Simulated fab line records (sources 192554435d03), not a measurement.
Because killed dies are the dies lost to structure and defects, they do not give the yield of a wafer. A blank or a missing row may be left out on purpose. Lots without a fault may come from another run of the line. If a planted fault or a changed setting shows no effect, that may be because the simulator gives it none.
3 desks looking at one fault    flow n5Finfet    each desk holds nothing but its own numbers, with what lay behind them at the end

== THE DEFECT DESK ==
What the inspections along the route counted, lot by lot: means of the sampled wafers that have a number. If a lot's mean is further than 4 standard deviations from the usual mean, the lot is out of limits and carries the mark OUT (the distance appears in the brackets).
Columns: A = rawDefectCount at N5_BEOL_M7_INSPECT_30, usual 387
lot   first seen here  A
L699  day 9 12:53      390
L708  day 12 04:46     341
L709  day 12 07:04     350
L715  day 13 17:31     371
L716  day 14 00:50     297
L722  day 15 02:44     347
Finding of this desk: none of the 6 lots has anything out of limits.

== THE METROLOGY DESK ==
Means of the sampled wafers that have a number, per lot and without regard to the tool the lot ran on: this is what the gauges read. If a lot's mean is further than 4 standard deviations from the usual mean, the lot is out of limits and carries the mark OUT (the distance appears in the brackets).
Columns: A = V6_OVL at N5_BEOL_M7_OVL_MEAS_29, usual 0.2 nm
lot   first seen here  A
L699  day 9 12:49      0.0
L708  day 12 04:43     0.0
L709  day 12 07:01     -0.5
L715  day 13 17:27     1.2
L716  day 14 00:47     -0.2
L722  day 15 02:40     -0.4
Finding of this desk: none of the 6 lots has anything out of limits.

== TOOL OWNER'S DESK, rieDiel-05 ==
The tool's own readings at N5_BEOL_M7_ETCH_41 (etches SiCN in CH3F/O2, target depth 31.9 nm, time 57.8 s): means of the sampled wafers that have a number, for each lot that ran on this tool. If a lot's mean is further than 4 standard deviations from the usual mean, the lot is out of limits and carries the mark OUT (the distance appears in the brackets).
Columns: A = chamberPressureMTorr at N5_BEOL_M7_ETCH_41, usual 29.999 mTorr; B = drypumpMotorCurrentA at N5_BEOL_M7_ETCH_41, usual 5.7 A; C = oesProductAu at N5_BEOL_M7_ETCH_41, usual 0.80 a.u.; D = rfFwdPowerW at N5_BEOL_M7_ETCH_41, usual 391.8 W; E = rfVppV at N5_BEOL_M7_ETCH_41, usual 297.4 V; F = showerheadPlenumPTorr at N5_BEOL_M7_ETCH_41, usual 2.00 Torr; G = throttleValvePct at N5_BEOL_M7_ETCH_41, usual 16.22 %
lot   first seen here  A       B    C     D                E                F     G
L699  day 9 13:13      29.988  5.4  0.77  391.0            298.7            2.05  16.29
L708  day 12 05:07     30.021  5.6  0.65  297.3 (-68) OUT  324.8 (+20) OUT  1.99  16.38
L709  day 12 07:58     30.018  5.7  0.71  295.9 (-69) OUT  326.1 (+21) OUT  2.03  16.40
This desk's verdict: out of limits on L708, L709, starting with L708 at day 12 05:07 (rfFwdPowerW at N5_BEOL_M7_ETCH_41). L699: within limits.

== PUT TOGETHER ==
The tool owner's desk had the chance to raise an alarm at day 12 05:07 on L708, L709.
Nothing out of limits was seen by the defect desk.
At the metrology desk, nothing out of limits was observed.
The defect desk has L708, L709 on record, within its limits.
The metrology desk holds a record of L708, L709, inside its limits.
Of the lots named, all ran N5_BEOL_M7_ETCH_41 on rieDiel-05.

== WHAT THE SIMULATOR HAD INSERTED ==
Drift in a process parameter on rieDiel-05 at N5_BEOL_M7_ETCH_41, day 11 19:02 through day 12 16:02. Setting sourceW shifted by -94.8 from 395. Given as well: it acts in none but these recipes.
Struck lots among those shown: L708, L709.
Each desk's first reading out of limits, in hours after the fault started: the tool owner's desk, 10.
